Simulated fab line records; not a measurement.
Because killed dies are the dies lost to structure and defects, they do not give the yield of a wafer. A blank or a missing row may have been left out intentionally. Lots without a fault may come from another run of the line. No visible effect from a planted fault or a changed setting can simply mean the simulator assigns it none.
fab line records ; flow nand-harc
record: lots: 6; wafers: 18; last-day: 24
route steps=1159 shown P_M0@280 P_M1@285 END@1159
lots that met no fault: from a run of the same line without faults
start-h: start of the lot's first displayed wafer, in hours after the record's first day ; wait-h: hours since the lot's step before ; " the same as in the row above ; L1.1+2: a single row standing in for several wafers ; - either no value or no given start ; * or withheld: withheld ; < > ~ a bound
route shown NAME@n: names a module that has steps shown in the file, with the first one's number in the route ; usual: the fault-free wafers' mean and standard deviation ; same: alike in all rows ; chamber/n: place in a boat ; sites: the reading at each site ; _std_site: how widely they spread, as a standard deviation ; _edge_site: the outer-site mean with the inner-site mean subtracted ; radius-mm: for every site, how far away it sits from the centre of the wafer ; mask NAME#n: copy n ; behind: the last tool/chamber to shape the wafer ; hold: why the lot went on hold/how many hours it stayed there/how the hold came to an end ; device: transistor that didn't switch, given as n, p or np ; end of line: the same wafers' tests at the end of the route ; step lacking rows: just its recipe ; killed: count of dies lost to structure and defects at first sort (not the wafer's yield) ; map: dies across one wafer; x = killed, . = not, _ = none there
set.NAME: the setting the step ran with; set.NAME@STEP: the setting that earlier step ran with ; model.NAME: the simulator's own value behind a step, which no gauge read
lots at some steps of the route; a table a step, a row a wafer
services: from which hour (start-h, from the record's first day; less than 0 if before it) a tool's chamber was out of use, for how many hours, and why
== steps ==
step: NHARC_P_M0_SRD_25
step: NHARC_P_M0_INSPECT_27
usual: raw-defect-count: 275/92
lot.wafer;tool;chamber;start-h;wait-h;raw-defect-count
L701.2;defect-inspect-01;-;113.21;0.0;225
L701.3;defect-inspect-01;-;113.21;0.0;239
L701.6;defect-inspect-01;-;113.21;0.0;150
L705.3;defect-inspect-01;-;141.15;0.0;267
L705.4;defect-inspect-01;-;141.15;0.0;343
L705.5;defect-inspect-01;-;141.15;0.0;247
L716.2;defect-inspect-01;-;210.63;0.1;291
L716.3;defect-inspect-01;-;210.63;0.1;331
L716.4;defect-inspect-01;-;210.63;0.1;275
L718.1;defect-inspect-01;-;217.76;0.0;241
L718.2;defect-inspect-01;-;217.76;0.0;355
L718.4;defect-inspect-01;-;217.76;0.0;455
L719.2;defect-inspect-02;-;227.96;0.0;222
L719.5;defect-inspect-02;-;227.96;0.0;188
L719.6;defect-inspect-02;-;227.96;0.0;190
L723.2;defect-inspect-01;-;244.73;0.0;192
L723.4;defect-inspect-01;-;244.73;0.0;303
L723.6;defect-inspect-01;-;244.73;0.0;303
step: NHARC_P_M0_PRE_CLEAN_31
recipe: time-s: 12; temp-c: 370; rf-power-w: 300; gas: NH3
usual: heater-power-w: 640/74
lot.wafer;tool;chamber;start-h;wait-h;heater-power-w
L701.3;pecvd-02;1;113.28;0.1;595
L701.2;pecvd-02;2;113.28;0.1;789
L701.6;pecvd-02;1;113.28;0.1;585
L705.3;pecvd-02;1;141.22;0.1;604
L705.5;pecvd-02;1;141.22;0.1;581
L705.4;pecvd-02;0;141.22;0.1;703
L716.3;pecvd-02;0;211.19;0.6;596
L716.2;pecvd-02;1;211.19;0.6;670
L716.4;pecvd-02;2;211.19;0.6;662
L718.1;pecvd-01;0;218.20;0.4;603
L718.2;pecvd-01;1;218.20;0.4;740
L718.4;pecvd-01;0;218.20;0.4;598
L719.2;pecvd-02;2;228.05;0.1;778
L719.5;pecvd-02;1;228.05;0.1;668
L719.6;pecvd-02;2;228.05;0.1;775
L723.2;pecvd-04;0;244.88;0.1;567
L723.6;pecvd-04;2;244.88;0.1;642
L723.4;pecvd-04;0;244.88;0.1;569
step: NHARC_P_M0_DEP_32
recipe: target-thk-a: 300; temp-c: 370; target-thk-nm: 30; pressure-torr: 3; flow-sccm: 200; rf-w: 450; material: SiCN
usual: heater-power-w: 584/76
lot.wafer;tool;chamber;start-h;wait-h;heater-power-w
L701.3;pecvd-02;1;113.36;0.1;585
L701.2;pecvd-02;2;113.36;0.1;759
L701.6;pecvd-02;1;113.36;0.1;584
L705.3;pecvd-02;1;141.30;0.1;613
L705.5;pecvd-02;1;141.30;0.1;625
L705.4;pecvd-02;0;141.30;0.1;627
L716.3;pecvd-02;0;211.27;0.1;635
L716.2;pecvd-02;1;211.27;0.1;591
L716.4;pecvd-02;2;211.27;0.1;697
L718.1;pecvd-01;0;218.31;0.1;588
L718.2;pecvd-01;1;218.31;0.1;593
L718.4;pecvd-01;0;218.31;0.1;598
L719.2;pecvd-02;2;228.19;0.1;727
L719.5;pecvd-02;1;228.19;0.1;608
L719.6;pecvd-02;2;228.19;0.1;706
L723.2;pecvd-04;0;245.01;0.1;497
L723.6;pecvd-04;2;245.01;0.1;579
L723.4;pecvd-04;0;245.01;0.1;507
step: NHARC_P_M1_DEP_00
recipe: target-thk-a: 1825; target-thk-nm: 182.5; temp-c: withheld; pressure-torr: 5; flow-sccm: 200; rf-w: 600; material: SiOC
step: NHARC_P_M1_DEHYDRATE_01
recipe: temp-c: 150; time-s: 120
step: NHARC_P_M1_HMDS_02
recipe: time-s: 30
step: NHARC_P_M1_COAT_34
recipe: temp-c: 200; time-s: 65
step: NHARC_P_M1_COAT_03
recipe: spin-rpm: 1500; resist-thk-nm: 90
step: NHARC_P_M1_SOFTBAKE_04
recipe: temp-c: 105; time-s: 55
step: NHARC_P_M1_EBR_05
step: NHARC_P_M1_EXPOSE_06
recipe: na: 1.35; target-cd-nm: 130; dose-mj: 81.88; mask-id: P_M1
usual: exposure-dose-mJ-cm2: 82.9/0.62
lot.wafer;tool;chamber;start-h;wait-h;mask;exposure-dose-mJ-cm2
L701.2;arfi-scanner-03;0;114.48;-;P_M1#0;83.4
L701.3;arfi-scanner-03;0;114.48;-;P_M1#0;83.4
L701.6;arfi-scanner-03;0;114.48;-;P_M1#0;83.4
L705.3;arfi-scanner-02;0;142.39;-;P_M1#0;83.3
L705.4;arfi-scanner-02;0;142.39;-;P_M1#0;83.3
L705.5;arfi-scanner-02;0;142.39;-;P_M1#0;83.3
L716.2;arfi-scanner-03;0;212.23;-;P_M1#0;83.1
L716.3;arfi-scanner-03;0;212.23;-;P_M1#0;83.3
L716.4;arfi-scanner-03;0;212.23;-;P_M1#0;83.3
L718.1;arfi-scanner-03;0;219.37;-;P_M1#0;83.4
L718.2;arfi-scanner-03;0;219.37;-;P_M1#0;83.2
L718.4;arfi-scanner-03;0;219.37;-;P_M1#0;83.2
L719.2;arfi-scanner-01;0;229.21;-;P_M1#0;82.0
L719.5;arfi-scanner-01;0;229.21;-;P_M1#0;81.9
L719.6;arfi-scanner-01;0;229.21;-;P_M1#0;81.8
L723.2;arfi-scanner-02;0;246.02;-;P_M1#0;83.2
L723.4;arfi-scanner-02;0;246.02;-;P_M1#0;83.2
L723.6;arfi-scanner-02;0;246.02;-;P_M1#0;83.4
step: NHARC_P_M1_PEB_07
recipe: peb-temp-c: 100; peb-time-s: 65
step: NHARC_P_M1_DEVELOP_08
recipe: develop-time-s: 35; dev-temp-c: 23
step: NHARC_P_M1_CD_MEAS_09
recipe: target-cd-nm: 130; landing-energy-ev: 500
usual: cd-nm: 130.1/0.6
lot.wafer;tool;chamber;start-h;wait-h;cd-nm
L701.2;cd-sem-02;0;114.62;-;129.8
L701.3;cd-sem-02;0;114.62;-;130.6
L701.6;cd-sem-02;0;114.62;-;129.6
L705.3;cd-sem-01;0;142.53;-;130.3
L705.4;cd-sem-01;0;142.53;-;130.1
L705.5;cd-sem-01;0;142.53;-;131.3
L716.2;cd-sem-02;0;212.37;-;129.8
L716.3;cd-sem-02;0;212.37;-;129.6
L716.4;cd-sem-02;0;212.37;-;135.1
L718.1;cd-sem-02;0;219.52;-;129.3
L718.2;cd-sem-02;0;219.52;-;130.1
L718.4;cd-sem-02;0;219.52;-;135.7
L719.2;cd-sem-03;0;229.35;-;129.8
L719.5;cd-sem-03;0;229.35;-;131.6
L719.6;cd-sem-03;0;229.35;-;130.7
L723.2;cd-sem-02;0;246.16;-;130.3
L723.4;cd-sem-02;0;246.16;-;129.8
L723.6;cd-sem-02;0;246.16;-;129.2
step: NHARC_P_M1_OVL_MEAS_10
recipe: pitch-nm: 260
usual: overlay-x-nm: -0.1/0.84; overlay-y-nm: 0.2/0.64
lot.wafer;tool;chamber;start-h;wait-h;overlay-x-nm;overlay-y-nm
L701.2;overlay-01;-;114.71;-;-0.1;0.7
L701.3;overlay-01;-;114.71;-;0.6;0.5
L701.6;overlay-01;-;114.71;-;1.0;0.1
L705.3;overlay-02;-;142.61;-;0.0;1.7
L705.4;overlay-02;-;142.61;-;0.3;1.0
L705.5;overlay-02;-;142.61;-;0.1;0.9
L716.2;overlay-02;-;212.45;-;1.2;1.3
L716.3;overlay-02;-;212.45;-;0.3;1.3
L716.4;overlay-02;-;212.45;-;1.1;1.0
L718.1;overlay-01;-;219.60;-;0.3;0.1
L718.2;overlay-01;-;219.60;-;0.3;-0.4
L718.4;overlay-01;-;219.60;-;0.4;-0.3
L719.2;overlay-02;-;229.45;-;-0.4;0.2
L719.5;overlay-02;-;229.45;-;-0.9;0.3
L719.6;overlay-02;-;229.45;-;-0.1;0.5
L723.2;overlay-01;-;246.24;-;-0.7;-1.0
L723.4;overlay-01;-;246.24;-;-0.6;-0.4
L723.6;overlay-01;-;246.24;-;-1.3;-0.3
step: NHARC_P_M1_INSPECT_11
usual: raw-defect-count: 3.6/2.3
lot.wafer;tool;chamber;start-h;wait-h;raw-defect-count
L701.2;defect-inspect-02;-;114.74;0.0;7
L701.3;defect-inspect-02;-;114.74;0.0;5
L701.6;defect-inspect-02;-;114.74;0.0;5
L705.3;defect-inspect-02;-;142.65;0.0;3
L705.4;defect-inspect-02;-;142.65;0.0;0
L705.5;defect-inspect-02;-;142.65;0.0;2
L716.2;defect-inspect-02;-;212.49;0.0;3
L716.3;defect-inspect-02;-;212.49;0.0;1
L716.4;defect-inspect-02;-;212.49;0.0;5
L718.1;defect-inspect-01;-;219.64;0.0;4
L718.2;defect-inspect-01;-;219.64;0.0;5
L718.4;defect-inspect-01;-;219.64;0.0;4
L719.2;defect-inspect-01;-;229.49;0.0;4
L719.5;defect-inspect-01;-;229.49;0.0;1
L719.6;defect-inspect-01;-;229.49;0.0;0
L723.2;defect-inspect-02;-;246.28;0.0;5
L723.4;defect-inspect-02;-;246.28;0.0;7
L723.6;defect-inspect-02;-;246.28;0.0;4
step: NHARC_P_M1_DESCUM_14
recipe: time-s: 3; o2-flow-sccm: 200; ar-flow-sccm: 0; bias-power-w: 0; chemistry: O2
usual: drypump-motor-current-A: 5.8/0.36; o2-flow-sccm: 200.0/0.61; oes-product-au: 1.000/0.01; rf-vpp-V: 57.7/0.91; showerhead-plenum-p-Torr: 1.91/0.067; throttle-valve-pct: 11.311/0.0097
lot.wafer;tool;chamber;start-h;wait-h;drypump-motor-current-A;o2-flow-sccm;oes-product-au;rf-hours-counter-h;rf-vpp-V;showerhead-plenum-p-Torr;throttle-valve-pct;model.P_M1.cd-nm
L701.3;rie-diel-10;3;114.81;0.1;6.2;199.0;1.007;8;58.6;1.87;11.313;130.8
L701.2;rie-diel-10;0;114.81;0.1;5.9;199.8;0.981;8;58.6;1.96;11.306;129.1
L701.6;rie-diel-10;2;114.81;0.1;5.8;200.7;1.011;-;57.2;1.88;11.303;129.6
L705.4;rie-diel-02;3;142.71;0.1;5.9;198.9;1.011;11;57.2;1.84;11.308;130.2
L705.3;rie-diel-02;2;142.71;0.1;6.0;199.8;1.007;12;57.6;2.02;11.318;130.7
L705.5;rie-diel-02;3;142.71;0.1;5.9;199.1;1.014;-;56.6;1.84;11.309;131.3
L716.2;rie-diel-04;1;212.55;0.1;5.8;199.4;1.004;2;57.1;1.99;11.305;129.7
L716.3;rie-diel-04;3;212.55;0.1;5.3;199.4;0.996;2;57.8;1.92;11.303;129.8
L716.4;rie-diel-04;0;212.55;0.1;6.3;199.9;0.981;2;56.3;1.92;11.304;135.1
L718.1;rie-diel-04;1;219.70;0.1;5.8;199.4;1.006;2;58.1;1.99;11.304;129.2
L718.4;rie-diel-04;3;219.70;0.1;5.3;200.3;1.004;2;57.6;1.92;11.324;135.4
L718.2;rie-diel-04;0;219.70;0.1;6.3;200.2;0.992;2;57.7;1.92;11.302;129.8
L719.2;rie-diel-04;2;229.55;0.1;5.1;198.2;1.019;2;57.2;1.80;11.318;130.1
L719.6;rie-diel-04;2;229.55;0.1;5.1;199.7;1.008;-;58.5;1.80;11.313;130.7
L719.5;rie-diel-04;3;229.55;0.1;5.3;200.2;0.989;-;58.3;1.92;11.317;131.6
L723.2;rie-diel-02;3;246.35;0.1;5.9;201.2;0.997;6;58.5;1.84;11.325;130.4
L723.4;rie-diel-02;0;246.35;0.1;5.8;200.4;1.013;5;57.9;1.98;11.311;129.4
L723.6;rie-diel-02;2;246.35;0.1;6.0;199.5;1.012;-;56.6;2.02;11.324;130
step: NHARC_P_M1_ETCH_35
recipe: target-depth-a: 400; overetch-a: 120; time-s: 43.94; ion-energy-ev: 200; n2-flow-sccm: 150; h2-flow-sccm: 150; ar-flow-sccm: 0; rf-w: 400; bias-w: 150; chemistry: N2/H2
usual: drypump-motor-current-A: 5.8/0.36; oes-product-au: 1.000/0.01; rf-vpp-V: 430.4/2.2; showerhead-plenum-p-Torr: 2.03/0.072; throttle-valve-pct: 14.171/0.0094
lot.wafer;tool;chamber;start-h;wait-h;drypump-motor-current-A;oes-product-au;rf-hours-counter-h;rf-vpp-V;showerhead-plenum-p-Torr;throttle-valve-pct
L701.3;rie-diel-10;2;114.90;0.1;5.9;1.014;7;429.3;2.00;14.169
L701.2;rie-diel-10;3;114.90;0.1;6.2;0.997;8;428.2;1.99;14.165
L701.6;rie-diel-10;1;114.90;0.1;5.3;1.001;-;427.9;1.94;14.162
L705.3;rie-diel-02;1;142.79;0.1;6.1;1.011;11;430.5;2.01;14.178
L705.4;rie-diel-02;3;142.79;0.1;5.9;1.019;11;428.7;1.96;14.168
L705.5;rie-diel-02;1;142.79;0.1;6.1;1.006;-;428.9;2.00;14.160
L716.2;rie-diel-04;3;212.64;0.1;5.2;1.001;2;432.2;2.04;14.187
L716.3;rie-diel-04;0;212.64;0.1;6.3;0.987;2;431.1;2.04;14.175
L716.4;rie-diel-04;1;212.64;0.1;5.8;1.000;2;432.4;2.13;14.174
L718.1;rie-diel-04;1;219.79;0.1;5.9;1.000;2;433.5;2.13;14.176
L718.2;rie-diel-04;2;219.79;0.1;5.1;1.007;2;426.9;1.91;14.185
L718.4;rie-diel-04;3;219.79;0.1;5.2;0.997;2;431.4;2.04;14.154
L719.2;rie-diel-04;2;229.63;0.1;5.1;0.998;2;427.1;1.91;14.187
L719.5;rie-diel-04;2;229.63;0.1;5.1;0.991;-;427.5;1.91;14.185
L719.6;rie-diel-04;3;229.63;0.1;5.3;1.008;-;430.2;2.04;14.174
L723.2;rie-diel-02;2;246.43;0.1;6.0;1.007;6;433.3;2.15;14.182
L723.4;rie-diel-02;1;246.43;0.1;6.0;1.007;5;429.8;2.00;14.186
L723.6;rie-diel-02;2;246.43;0.1;6.0;0.999;-;433.0;2.15;14.181
step: NHARC_P_M1_ETCH_15
recipe: target-depth-a: 1825; time-s: 91.2; c4f8-flow-sccm: withheld; ar-flow-sccm: 400; rf-w: 600; bias-w: 300; chemistry: C4F8/Ar
usual: oes-product-au: 0.958/0.02; rf-vpp-V: 440.7/2.3
lot.wafer;tool;chamber;start-h;wait-h;oes-product-au;rf-hours-counter-h;rf-vpp-V
L701.3;rie-diel-10;0;-;-;0.970;8;441.6
L701.2;rie-diel-10;1;-;-;0.983;7;438.0
L701.6;rie-diel-10;3;-;-;0.968;-;439.1
L705.3;rie-diel-02;3;-;-;0.931;11;438.1
L705.4;rie-diel-02;1;-;-;0.925;11;439.9
L705.5;rie-diel-02;3;-;-;0.928;-;437.8
L716.2;rie-diel-04;2;-;-;0.955;2;436.8
L716.3;rie-diel-04;0;-;-;0.958;2;440.0
L716.4;rie-diel-04;1;-;-;0.958;2;442.8
L718.1;rie-diel-04;1;-;-;0.918;2;442.8
L718.2;rie-diel-04;3;-;-;0.919;2;441.0
L718.4;rie-diel-04;0;-;-;0.910;2;440.1
L719.2;rie-diel-04;2;-;-;0.965;2;435.7
L719.5;rie-diel-04;0;-;-;0.980;-;442.6
L719.6;rie-diel-04;1;-;-;0.981;-;443.0
L723.4;rie-diel-02;3;-;-;0.955;6;439.4
L723.2;rie-diel-02;0;-;-;0.986;5;445.6
L723.6;rie-diel-02;1;-;-;0.980;-;439.5
step: NHARC_P_M1_CD_MEAS_16
usual: cd-nm: 130.1/0.77
lot.wafer;tool;chamber;start-h;wait-h;cd-nm
L701.2;cd-sem-02;-;115.11;-;128.7
L701.3;cd-sem-02;-;115.11;-;130.6
L701.6;cd-sem-02;-;115.11;-;129.8
L705.3;cd-sem-01;-;143.04;-;130.4
L705.4;cd-sem-01;-;143.04;-;130.0
L705.5;cd-sem-01;-;143.04;-;131.2
L716.2;cd-sem-01;-;212.86;-;130.0
L716.3;cd-sem-01;-;212.86;-;130.0
L716.4;cd-sem-01;-;212.86;-;135.1
L718.1;cd-sem-02;-;220.01;-;129.2
L718.2;cd-sem-02;-;220.01;-;129.6
L718.4;cd-sem-02;-;220.01;-;135.4
L719.2;cd-sem-02;-;229.86;-;129.7
L719.5;cd-sem-02;-;229.86;-;131.8
L719.6;cd-sem-02;-;229.86;-;131.0
L723.2;cd-sem-03;-;246.65;-;130.1
L723.4;cd-sem-03;-;246.65;-;129.3
L723.6;cd-sem-03;-;246.65;-;129.8
step: NHARC_P_M1_STRIP_18
recipe: power-w: 1000; n2-flow-sccm: 150; h2-flow-sccm: 150; ar-flow-sccm: 0; bias-w: 0; chemistry: N2/H2
usual: drypump-motor-current-A: 5.8/0.32; oes-product-au: 1.001/0.011; rf-vpp-V: 90.6/0.91; showerhead-plenum-p-Torr: 2.04/0.075; throttle-valve-pct: 14.172/0.0087
lot.wafer;tool;chamber;start-h;wait-h;drypump-motor-current-A;oes-product-au;rf-hours-counter-h;rf-vpp-V;showerhead-plenum-p-Torr;throttle-valve-pct
L701.3;rie-diel-02;3;115.18;0.1;5.9;1.010;9;92.0;1.96;14.172
L701.2;rie-diel-02;2;115.18;0.1;6.0;0.996;10;91.1;2.16;14.177
L701.6;rie-diel-02;0;115.18;0.1;5.8;1.005;-;90.9;2.11;14.188
L705.3;rie-diel-10;0;143.13;0.1;5.9;0.984;9;90.5;2.09;14.168
L705.4;rie-diel-10;1;143.13;0.1;5.3;1.012;9;90.3;1.94;14.183
L705.5;rie-diel-10;3;143.13;0.1;6.2;1.008;-;90.6;1.99;14.189
L716.2;rie-diel-04;2;212.93;0.1;5.1;0.991;2;88.6;1.91;14.184
L716.4;rie-diel-04;3;212.93;0.1;5.3;0.994;2;91.5;2.04;14.174
L716.3;rie-diel-04;0;212.93;0.1;6.4;0.982;2;91.1;2.04;14.183
L718.2;rie-diel-02;0;220.08;0.1;5.8;1.001;4;90.6;2.11;14.153
L718.4;rie-diel-02;1;220.08;0.1;6.0;1.009;4;91.1;2.00;14.179
L718.1;rie-diel-02;3;220.08;0.1;5.9;0.999;4;90.6;1.96;14.165
L719.2;rie-diel-02;0;230.02;0.2;5.7;1.009;4;91.2;2.11;14.171
L719.5;rie-diel-02;1;230.02;0.2;6.1;1.005;-;89.0;2.00;14.183
L719.6;rie-diel-02;2;230.02;0.2;6.0;1.006;-;93.7;2.16;14.168
L723.2;rie-diel-10;0;246.79;0.1;5.9;0.996;5;92.4;2.09;14.179
L723.4;rie-diel-10;2;246.79;0.1;5.8;1.001;-;89.8;2.00;14.175
L723.6;rie-diel-10;0;246.79;0.1;5.9;0.994;-;91.6;2.09;14.182
step: NHARC_P_M1_ETCH_28
recipe: target-depth-a: 300; over-etch-frac: 0.3; time-s: 72.99; ion-energy-ev: 150; cf4-flow-sccm: 50; n2-flow-sccm: 100; ar-flow-sccm: 150; rf-w: 300; bias-w: 100; chemistry: CF4/N2
usual: drypump-motor-current-A: 5.8/0.32; oes-product-au: 1.002/0.01; rf-vpp-V: 314.2/1.8; showerhead-plenum-p-Torr: 2.62/0.091; throttle-valve-pct: 19.794/0.0097
lot.wafer;tool;chamber;start-h;wait-h;drypump-motor-current-A;oes-product-au;rf-hours-counter-h;rf-vpp-V;showerhead-plenum-p-Torr;throttle-valve-pct;model.P_M1.cd-nm
L701.2;rie-diel-02;1;-;-;6.1;1.002;9;314.2;2.59;19.805;128.5
L701.3;rie-diel-02;3;-;-;5.9;1.007;9;311.8;2.53;19.801;130.3
L701.6;rie-diel-02;1;-;-;6.1;1.009;-;313.3;2.58;19.809;129.6
L705.4;rie-diel-10;0;-;-;5.9;0.984;9;315.7;2.69;19.804;130.8
L705.3;rie-diel-10;3;-;-;6.2;1.004;10;312.3;2.57;19.780;131.5
L705.5;rie-diel-10;0;-;-;5.9;0.990;-;314.8;2.69;19.797;131.8
L716.4;rie-diel-04;2;-;-;5.1;0.997;2;311.5;2.48;19.801;135.6
L716.3;rie-diel-04;0;-;-;6.4;0.992;2;313.6;2.63;19.809;130.8
L716.2;rie-diel-04;1;-;-;5.9;1.002;2;315.8;2.73;19.798;129.7
L718.2;rie-diel-02;1;-;-;6.1;1.007;4;313.5;2.58;19.806;129.6
L718.1;rie-diel-02;2;-;-;6.0;1.023;4;316.5;2.76;19.792;129.2
L718.4;rie-diel-02;3;-;-;5.9;0.994;4;312.9;2.53;19.791;134.9
L719.2;rie-diel-02;0;-;-;5.7;0.994;4;316.2;2.71;19.783;129.1
L719.6;rie-diel-02;2;-;-;6.0;1.016;-;318.8;2.76;19.806;130.3
L719.5;rie-diel-02;3;-;-;5.9;0.991;-;312.7;2.53;19.781;130.9
L723.2;rie-diel-10;0;-;-;5.9;1.005;5;316.3;2.68;19.799;129.5
L723.4;rie-diel-10;0;-;-;5.9;0.995;-;315.6;2.68;19.804;128.9
L723.6;rie-diel-10;2;-;-;5.9;0.998;-;313.4;2.58;19.796;129.4
step: NHARC_P_M1_STRIP_19
recipe: time-s: 600; temp-c: 30; chemistry: post-etch-residue-remover
step: NHARC_END_SORT_01
recipe: temp-c: 25
usual: defect-limited-yield: 95.2/1.3; killed-at-array: 29/9.4; killed-at-other: 0.7/1.3; killed-at-periphery: 2.9/2.1; killed-dies: 32/9; killed-open: 3.3/1.8; killed-short: 1.9/1.4; sort_bin_2_pct: 1.4/0.53; sort_bin_3_pct: 0.28/0.21; sort_bin_4_pct: 3.1/0.91; sort-n-pass: 645/9; sort-rim-yield-pct: 97.4/1.7; sort-yield-pct: 95.2/1.3
same: gross-dies: 677; sort_bin_5_pct[%]: 0; sort_bin_6_pct[%]: 0; sort_bin_7_pct[%]: 0; sort_bin_8_pct[%]: 0; sort-rim-n-gross: 106.00
lot.wafer;tool;chamber;start-h;wait-h;defect-limited-yield[%];killed-at-array;killed-at-other;killed-at-periphery;killed-dies;killed-open;killed-short;sort_bin_2_pct[%];sort_bin_3_pct[%];sort_bin_4_pct[%];sort-n-pass;sort-rim-yield-pct[%];sort-yield-pct[%]
L705.3;prober-02;0;480.80;3.1;94.2;36;1;2;39;4;3;1.2;0.74;3.8;638;98.1;94.2
L705.4;prober-02;0;481.58;3.4;95.4;31;0;0;31;1;1;0.6;0.44;3.5;646;98.1;95.4
L705.5;prober-02;0;482.37;3.7;94.5;35;0;2;37;5;6;1.6;0.44;3.4;640;93.4;94.5
L716.2;prober-01;0;538.03;2.8;96.2;21;3;2;26;3;3;1.0;0;2.8;651;94.3;96.2
L716.3;prober-01;0;538.83;3.1;97.3;12;6;0;18;1;0;0.7;0.15;1.8;659;98.1;97.3
L716.4;prober-01;0;539.63;3.4;97.8;10;3;2;15;1;2;0.3;0.15;1.8;662;99.1;97.8
L718.1;prober-02;0;548.01;2.5;94.8;29;2;4;35;3;3;1.6;0.30;3.2;642;96.2;94.8
L718.2;prober-02;0;548.79;2.8;95.1;28;2;3;33;3;2;1.9;0;3.0;644;99.1;95.1
L718.4;prober-02;0;550.36;3.4;95.0;26;3;5;34;6;3;2.1;0.15;2.8;643;97.2;95.0
L719.6;prober-02;0;567.47;4.0;93.9;38;0;3;41;5;1;1.6;0.44;4.0;636;98.1;93.9
killed by level:class
L705.3 A_SLIT:chamber-film-flake=17 A_STAIRCASE:chamber-film-flake=7 A_CHANNEL_HOLE_D1:chamber-film-flake=4 A_CONTACT:chamber-film-flake=3 A_CONTACT:geometric-particle:open=2 P_GATE:geometric-particle:short=1 P_M2:geometric-particle:open=1 A_BLC:geometric-particle:short=1
L705.4 A_SLIT:chamber-film-flake=13 A_STAIRCASE:chamber-film-flake=10 A_CHANNEL_HOLE_D1:chamber-film-flake=4 A_CONTACT:chamber-film-flake=2 A_WL_FILL:geometric-particle:short=1 A_WL_FILL:geometric-particle:open=1
L705.5 A_STAIRCASE:chamber-film-flake=9 A_SLIT:chamber-film-flake=9 A_WL_FILL:geometric-particle:short=4 A_CHANNEL_HOLE_D1:chamber-film-flake=3 A_CONTACT:chamber-film-flake=3 A_WL_FILL:chamber-film-flake=2 P_GATE:geometric-particle:open=1 P_M1:geometric-particle:open=1
L716.2 A_CONTACT:chamber-film-flake=10 A_CHANNEL_HOLE_D1:chamber-film-flake=6 THIN_TSV:chamber-film-flake=3 P_CONTACT:geometric-particle:short=1 P_CONTACT:geometric-particle:open=1 A_CHANNEL_FILL_D1:geometric-particle:open=1 A_CHANNEL_FILL_D1:geometric-particle:short=1 A_WL_FILL:geometric-particle:short=1
L716.3 THIN_TSV:chamber-film-flake=6 A_CHANNEL_HOLE_D1:chamber-film-flake=5 A_CONTACT:chamber-film-flake=4 A_ZERO_WELL:chamber-film-flake=2 A_WL_FILL:geometric-particle:open=1
L716.4 A_CONTACT:chamber-film-flake=4 THIN_TSV:chamber-film-flake=3 P_BONDPAD:chamber-film-flake=2 A_CHANNEL_HOLE_D1:chamber-film-flake=2 A_CHANNEL_HOLE_D1:geometric-particle:short=1 A_M0:geometric-particle:open=1 A_M0:geometric-particle:short=1 A_CHANNEL_FILL_D1:chamber-film-flake=1
L718.1 A_CHANNEL_HOLE_D1:chamber-film-flake=16 A_CHANNEL_FILL_D1:chamber-film-flake=5 A_CONTACT:chamber-film-flake=3 THIN_TSV:chamber-film-flake=2 P_M0:geometric-particle:open=1 P_M1:geometric-particle:open=1 A_ONON_D1:geometric-particle:open=1 A_ONON_D1:geometric-particle:short=1
L718.2 A_CHANNEL_HOLE_D1:chamber-film-flake=17 A_CONTACT:chamber-film-flake=3 THIN_TSV:chamber-film-flake=2 P_M0:geometric-particle:open=1 A_ONON_D1:geometric-particle:short=1 A_CHANNEL_HOLE_D1:geometric-particle:open=1 A_CHANNEL_FILL_D1:geometric-particle:open=1 A_CONTACT:geometric-particle:short=1
L718.4 A_CHANNEL_HOLE_D1:chamber-film-flake=12 A_CHANNEL_FILL_D1:chamber-film-flake=3 A_CONTACT:chamber-film-flake=3 THIN_TSV:chamber-film-flake=3 A_ZERO_WELL:chamber-film-flake=2 P_STI:geometric-particle:open=1 P_M0:geometric-particle:short=1 P_M1:geometric-particle:open=1
L719.6 A_SLIT:chamber-film-flake=20 A_CHANNEL_HOLE_D1:chamber-film-flake=10 A_CONTACT:chamber-film-flake=4 A_CONTACT:geometric-particle:open=2 P_CONTACT:geometric-particle:open=1 P_M0:geometric-particle:short=1 P_M1:geometric-particle:open=1 A_SOURCE_PLATE:geometric-particle:open=1
== services ==
tool;chamber;start-h;hours;kind
pecvd-01;-;107.77;2.6;repair
rie-diel-04;-;111.90;9.0;pm
arfi-scanner-03;-;140.00;4.0;pm
arfi-scanner-01;-;140.77;4.0;pm
pecvd-02;2;145.66;14.2;repair
arfi-scanner-01;-;146.19;5.9;repair
rie-diel-02;-;150.70;9.0;pm
pecvd-02;-;153.32;13.0;pm
rie-diel-04;3;167.13;1.8;repair
rie-diel-02;3;175.22;6.3;repair
rie-diel-10;-;176.50;9.0;pm
rie-diel-04;3;182.45;3.8;repair
pecvd-04;-;188.84;1.5;repair
pecvd-04;-;195.27;13.0;pm
rie-diel-04;1;197.18;5.8;repair
arfi-scanner-03;-;216.79;1.1;repair
pecvd-02;-;231.10;0.5;repair
rie-diel-10;3;233.23;27.6;repair
rie-diel-04;3;236.02;1.7;repair
pecvd-04;2;236.04;5.6;repair
pecvd-01;-;237.19;13.0;pm
arfi-scanner-03;-;238.59;0.4;repair
rie-diel-04;1;239.57;16.0;repair
rie-diel-02;3;242.07;2.6;repair
== key ==
first-sign: step: NHARC_P_M1_CD_MEAS_09; reading: cd-nm; direction: up; sigmas: 8.9; usual: 130.1; struck: 135.4
effect: step: NHARC_P_M1_CD_MEAS_16; reading: cd-nm; direction: up; sigmas: 6.7; usual: 130.1; struck: 135.3
model-effect: step: NHARC_P_M1_DESCUM_14; value: P_M1.cd-nm; without: 129.9; struck: 135.3
model-effect: step: NHARC_P_M1_ETCH_28; value: P_M1.cd-nm; without: 129.8; struck: 135.2
met-at NHARC_P_M1_EXPOSE_06
struck-wafers L716.4,L718.4
onset-between 114.48 212.23
fault: kind: process-parameter-drift; tool: arfi-scanner-03; chamber: -; onset-h: 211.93; steps: NHARC_P_M1_EXPOSE_06; channel: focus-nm; offset: 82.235; shape: step; end-h: 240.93; scope: struck-wafers-only
